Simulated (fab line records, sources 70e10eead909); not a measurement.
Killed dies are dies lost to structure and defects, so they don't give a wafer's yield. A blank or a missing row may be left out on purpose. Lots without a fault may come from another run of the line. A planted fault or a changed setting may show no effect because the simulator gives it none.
Chamber matching | flow nand_harc | NHARC_A_ZERO_WELL_DESCUM_12 on rie_diel-03: 4 sister chambers
The step chemistry O2, time 3 s. 14 wafers are shown with their chamber, then 7 later ones without.

WAFERS WITH THEIR CHAMBER
wafer  | chamber | showerhead_plenum_p_Torr (Torr) | oes_product_au (a.u.) | throttle_valve_pct (%)
L957.1 | 3       | 1.86                            | 1.008                 | 11.312
L957.4 | 3       | 1.86                            | 1.008                 | 11.315
L957.6 | 0       | 1.94                            | 0.979                 | 11.325
L959.4 | 2       | 1.79                            | 1.008                 | 11.314
L959.5 | 0       | 1.94                            | 0.977                 | 11.316
L959.6 | 1       | 1.80                            | 1.013                 | 11.303
L958.1 | 0       | 1.94                            | 0.971                 | 11.319
L958.4 | 3       | 1.86                            | 1.008                 | 11.321
L958.6 | 1       | 1.80                            | 1.011                 | 11.300
L971.1 | 0       | 1.94                            | 1.003                 | 11.326
L971.4 | 1       | 1.79                            | 1.018                 | 11.311
L971.5 | 1       | 1.79                            | 1.005                 | 11.310
L972.1 | 3       | 1.86                            | 1.001                 | 11.329
L972.2 | 1       | 1.79                            | 1.008                 | 11.319

SIGNATURES (means of the wafers above)
reading                  | chamber 0 | chamber 1 | chamber 2 | chamber 3 | scatter within a chamber
showerhead_plenum_p_Torr | 1.9400    | 1.7940    | 1.7900    | 1.8600    | 0.00346
oes_product_au           | 0.98250   | 1.01100   | 1.00800   | 1.00625   | 0.00854
throttle_valve_pct       | 11.32150  | 11.30860  | 11.31400  | 11.31925  | 0.00677
Rule: a wafer's distance from a chamber is the root of the sum, over the readings, of the square of ((its reading less the chamber's mean) divided by the reading's scatter). The wafer belongs to the nearest chamber; if the next one is less than 2 further off, it can't be placed. The scatter: the root of (the sum of the squares of (reading less its chamber's mean) over the shown wafers, divided by (wafers less chambers)).

WAFERS WITHOUT THEIR CHAMBER
wafer  | showerhead_plenum_p_Torr (Torr) | oes_product_au (a.u.) | throttle_valve_pct (%)
L972.5 | 1.79                            | 1.010                 | 11.326
L974.3 | 1.94                            | 0.997                 | 11.316
L974.4 | 1.79                            | 0.999                 | 11.298
L974.6 | 1.79                            | 0.988                 | 11.305
L978.3 | 1.79                            | 1.004                 | 11.307
L978.4 | 1.79                            | 1.013                 | 11.308
L978.5 | 1.79                            | 1.002                 | 11.314

WHICH CHAMBER EACH WENT THROUGH
wafer  | from the rows above     | in truth
L972.5 | can't be placed: 2 or 1 | 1
L974.3 | 0                       | 0
L974.4 | can't be placed: 1 or 2 | 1
L974.6 | can't be placed: 2 or 1 | 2
L978.3 | can't be placed: 2 or 1 | 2
L978.4 | can't be placed: 2 or 1 | 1
L978.5 | can't be placed: 2 or 1 | 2
Placed correctly: 1 of 7. Can't be placed from these rows: 6 (the true chamber is among the candidates in 6). Placed wrongly: 0.
